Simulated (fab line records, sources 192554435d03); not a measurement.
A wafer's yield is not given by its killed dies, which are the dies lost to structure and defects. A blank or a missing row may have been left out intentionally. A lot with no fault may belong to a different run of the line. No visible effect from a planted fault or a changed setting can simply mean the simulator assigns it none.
2 desks, one fault    flow n5_finfet    every desk sees just its own numbers, and what lay behind them comes last

THE METROLOGY DESK
Lot by lot, what the gauges showed, no matter which tool ran the lot: averages of those sampled wafers that carry a number. If a lot's mean is further than 4 standard deviations from the usual mean, the lot is out of limits and carries the mark OUT (the distance appears in the brackets).
Columns: A = trench_depth_nm at N5_BEOL_M5_OCD_MEAS_38, usual 71.5 nm; B = cd_nm at N5_BEOL_M5_CD_MEAS_35, usual 28.05 nm
lot   first seen here  A     B
L513  day 8 11:38      70.6  27.94
L515  day 8 23:35      70.9  27.79
L516  day 9 10:30      73.2  28.09
L517  day 9 10:53      71.6  27.86
L530  day 13 11:40     69.9  28.57
L533  day 13 14:15     70.2  27.78
L534  day 13 17:49     70.2  27.89
Result from this desk: across the 7 lots, nothing is out of limits.

AT THE TOOL OWNER'S DESK: cvd_co-01
The tool's own readings at N5_BEOL_M5_CVD_47 (deposits Co from CCTBA/H2, target thk 3 nm, time 216 s): means of the sampled wafers that have a number, for each lot that ran on this tool. If a lot's mean is further than 4 standard deviations from the usual mean, the lot is out of limits and carries the mark OUT (the distance appears in the brackets).
Columns: A = run_length_s at N5_BEOL_M5_CVD_47, usual 239.0 s
lot   first seen here  A
L515  day 9 02:29      240.4
L516  day 9 12:04      240.0
L517  day 9 12:17      239.6
L533  day 13 18:04     239.1
L534  day 13 19:16     239.3
Result from this desk: across the 5 lots, nothing is out of limits.

ALL TOGETHER
The metrology desk saw nothing out of limits.
The desk of the tool owner found nothing out of limits.

WHAT THE SIMULATOR HAD PUT IN
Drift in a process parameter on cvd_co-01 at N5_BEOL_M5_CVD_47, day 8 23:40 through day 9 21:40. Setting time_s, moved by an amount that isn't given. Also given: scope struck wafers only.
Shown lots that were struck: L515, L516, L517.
